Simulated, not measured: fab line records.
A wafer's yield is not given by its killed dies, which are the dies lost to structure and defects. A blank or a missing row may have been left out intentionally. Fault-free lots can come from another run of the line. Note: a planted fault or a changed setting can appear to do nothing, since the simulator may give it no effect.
Which tool did it?	flow nandHarc	Sampling: 12 lots, 36 wafers, 5 of 1159 route steps

== WHAT THE GAUGES READ, wafer by wafer ==
NHARC_END_SORT_01.
lot	measured	on	killedAtArray	killedAtOther	killedAtPeriphery	killedDies	killedOpen	killedShort
L211	day 20 09:56	prober-01	17 27 21	0 2 3	1 1 5	18 30 29	1 2 5	1 1 5
L216	day 21 03:55	prober-01	21 27 30	0 0 0	3 1 0	24 28 30	2 1 3	0 1 1
L225	day 24 01:05	prober-02	20 24 24	0 0 0	3 6 2	23 30 26	3 4 3	2 2 2

== WHICH TOOL RAN EACH LOT (tool, then ch and the chambers of the sampled wafers, then the start) ==
lot	NHARC_A_STAIRCASE_DESCUM_252	NHARC_A_STAIRCASE_ETCH_253	NHARC_A_STAIRCASE_DEP_301	NHARC_A_STAIRCASE_ETCH_313
L207	rieDiel-05 ch 0,2, day 11 19:40	rieDiel-05 ch 1,2,3, day 11 19:45	pecvd-04 ch 0,2, day 12 03:32	rieDiel-08 ch 0,3, day 12 04:40
L206	rieDiel-05 ch 0,2,3, day 11 22:09	rieDiel-05 ch 0,1,3, day 11 22:13	pecvd-04 ch 0,1,2, day 12 09:17	rieDiel-02 ch 0,1,2, day 12 10:20
L210	rieDiel-08 ch 1,2, day 12 02:45	rieDiel-08 ch 2,3, day 12 02:50	pecvd-03 ch 0,1,2, day 12 11:47	rieDiel-08 ch 0,2,3, day 12 12:50
L209	rieDiel-05 ch 0,2,3, day 12 06:37	rieDiel-05 ch 0,3, day 12 06:40	pecvd-03 ch 0,1, day 12 14:45	rieDiel-05 ch 0,2,3, day 12 15:39
L211	rieDiel-08 ch 0,2,3, day 12 07:10	rieDiel-08 ch 0,2,3, day 12 07:16	pecvd-03 ch 0,1,2, day 12 16:11	rieDiel-08 ch 1,2,3, day 12 17:04
L216	rieDiel-05 ch 2,3, day 13 14:28	rieDiel-05 ch 0,1, day 13 14:34	pecvd-03 ch 0,1,2, day 14 00:20	rieDiel-08 ch 2,3, day 14 01:20
L226	rieDiel-02 ch 0,1,2, day 15 23:55	rieDiel-02 ch 0,1, day 15 23:59	pecvd-02 ch 0,2, day 16 10:07	rieDiel-08 ch 1,2, day 16 11:13
L224	rieDiel-08 ch 0,1,3, day 16 01:13	rieDiel-08 ch 0,1,2, day 16 01:19	pecvd-03 ch 0,2, day 16 12:43	rieDiel-08 ch 2,3, day 16 13:41
L225	rieDiel-08 ch 0,1,3, day 16 01:52	rieDiel-08 ch 1,3, day 16 01:57	pecvd-03 ch 0,1,2, day 16 12:26	rieDiel-02 ch 0,1, day 16 13:29
L227	rieDiel-05 ch 0,1,2, day 16 10:53	rieDiel-05 ch 2,3, day 16 10:58	pecvd-03 ch 0,1,2, day 16 20:04	rieDiel-02 ch 0,1,3, day 16 21:05
L228	rieDiel-08 ch 0,3, day 16 14:08	rieDiel-08 ch 0,1, day 16 14:28	pecvd-03 ch 0,1, day 16 22:23	rieDiel-08 ch 1,2, day 16 23:25
L229	rieDiel-05 ch 2,3, day 17 01:59	rieDiel-05 ch 1,2, day 17 02:05	pecvd-02 ch 0,1, day 17 10:13	rieDiel-05 ch 1,2,3, day 17 11:08
- NHARC_A_STAIRCASE_DESCUM_252: chemistry O2, time 3 s.
- NHARC_A_STAIRCASE_ETCH_253: etches the open film in C4F8/O2, target depth 50 nm, time 20.2 s.
- NHARC_A_STAIRCASE_DEP_301: deposits SiON, target thk 30 nm.
- NHARC_A_STAIRCASE_ETCH_313: etches the open film in CF4/CHF3.

== AS READ BY THE TOOLS THEMSELVES (means over the sampled wafers that have a number; for cases with no such wafer, the mark the record gives instead) ==
NHARC_A_STAIRCASE_DESCUM_252.
lot	tool	drypumpMotorCurrentA (A)	oesProductAu (a.u.)	rfVppV (V)	showerheadPlenumPTorr (Torr)	throttleValvePct (%)
L207	rieDiel-05	6.2	1.013	57.6	1.97	11.308
L206	rieDiel-05	5.7	0.998	58.4	1.91	11.314
L210	rieDiel-08	6.4	1.004	57.4	1.79	11.306
L209	rieDiel-05	5.7	0.997	57.4	1.90	11.312
L211	rieDiel-08	6.0	1.012	57.7	1.82	11.311
L216	rieDiel-05	5.8	1.006	58.5	1.99	11.317
L226	rieDiel-02	5.9	1.000	56.9	1.87	11.318
L224	rieDiel-08	6.1	0.998	57.6	1.81	11.313
L225	rieDiel-08	6.1	0.993	57.7	1.81	11.307
L227	rieDiel-05	6.1	0.998	57.9	1.89	11.318
L228	rieDiel-08	5.9	1.000	57.4	1.81	11.308
L229	rieDiel-05	5.3	0.994	57.4	1.92	11.312

NHARC_A_STAIRCASE_ETCH_253.
lot	tool	oesProductAu (a.u.)	rfVppV (V)
L207	rieDiel-05	0.949	896
L206	rieDiel-05	0.976	890
L210	rieDiel-08	0.990	889
L209	rieDiel-05	0.959	889
L211	rieDiel-08	0.966	890
L216	rieDiel-05	0.917	889
L226	rieDiel-02	0.972	894
L224	rieDiel-08	0.921	894
L225	rieDiel-08	0.914	891
L227	rieDiel-05	0.972	900
L228	rieDiel-08	0.952	888
L229	rieDiel-05	0.979	900

NHARC_A_STAIRCASE_DEP_301.
lot	tool	heaterPowerW (W)	rfFwdPowerW (W)	showerheadVppV (V)
L207	pecvd-04	656	349.1	1104
L206	pecvd-04	714	348.8	1103
L210	pecvd-03	711	349.8	1125
L209	pecvd-03	688	349.3	1084
L211	pecvd-03	769	348.2	1115
L216	pecvd-03	716	301.9	1029
L226	pecvd-02	668	348.1	1178
L224	pecvd-03	717	348.4	1150
L225	pecvd-03	668	348.7	1121
L227	pecvd-03	670	348.4	1119
L228	pecvd-03	724	350.2	1129
L229	pecvd-02	830	348.3	1155

NHARC_A_STAIRCASE_ETCH_313.
lot	tool	drypumpMotorCurrentA (A)	oesProductAu (a.u.)	rfVppV (V)	showerheadPlenumPTorr (Torr)	throttleValvePct (%)
L207	rieDiel-08	5.9	0.951	368.7	1.50	16.794
L206	rieDiel-02	5.9	0.918	370.1	1.55	16.807
L210	rieDiel-08	5.9	0.983	367.6	1.50	16.797
L209	rieDiel-05	5.7	0.929	370.0	1.57	16.789
L211	rieDiel-08	6.2	0.958	368.4	1.50	16.811
L216	rieDiel-08	6.0	0.974	371.0	1.60	16.806
L226	rieDiel-08	6.1	0.931	371.8	1.62	16.807
L224	rieDiel-08	6.0	0.962	372.9	1.64	16.799
L225	rieDiel-02	5.9	0.932	370.8	1.57	16.806
L227	rieDiel-02	5.6	0.973	370.7	1.58	16.793
L228	rieDiel-08	6.2	0.957	372.3	1.62	16.807
L229	rieDiel-05	5.7	0.956	371.2	1.57	16.804

== THE ANSWER, worked out from the rows above alone ==
Rule: the usual values come from the lots themselves. The widest of any qualifying gaps counts: lots, ordered by their means at a reading, are off when they make up no more than a third of the lots, leave a main group of 4 or more, and stand apart from it by 3 or more times the standard deviation of that group's means. A main group is skipped when, at the precision printed for the reading in the tables above, its means are all equal. A lot without any number at a reading at which 4 lots or more have one is off too. Where the step has rows for the other lots, those lots are counted as sound. The gauges are gone through in route order, then the tools' own readings, and for those a lot's mean is taken as printed above. The first step at which some lot is off is used, and at that step the reading that is off furthest; a lot without a number counts as furthest.
Off at NHARC_A_STAIRCASE_DEP_301 (rfFwdPowerW): L216. The main group has a mean of 348.8 W with a standard deviation of 0.65.
A tool fits if, at that step or a process step before it, it ran every lot that is off, and no sound lot after the first of them. None of those tried fits.

== WHAT THE SIMULATOR HAD INSERTED ==
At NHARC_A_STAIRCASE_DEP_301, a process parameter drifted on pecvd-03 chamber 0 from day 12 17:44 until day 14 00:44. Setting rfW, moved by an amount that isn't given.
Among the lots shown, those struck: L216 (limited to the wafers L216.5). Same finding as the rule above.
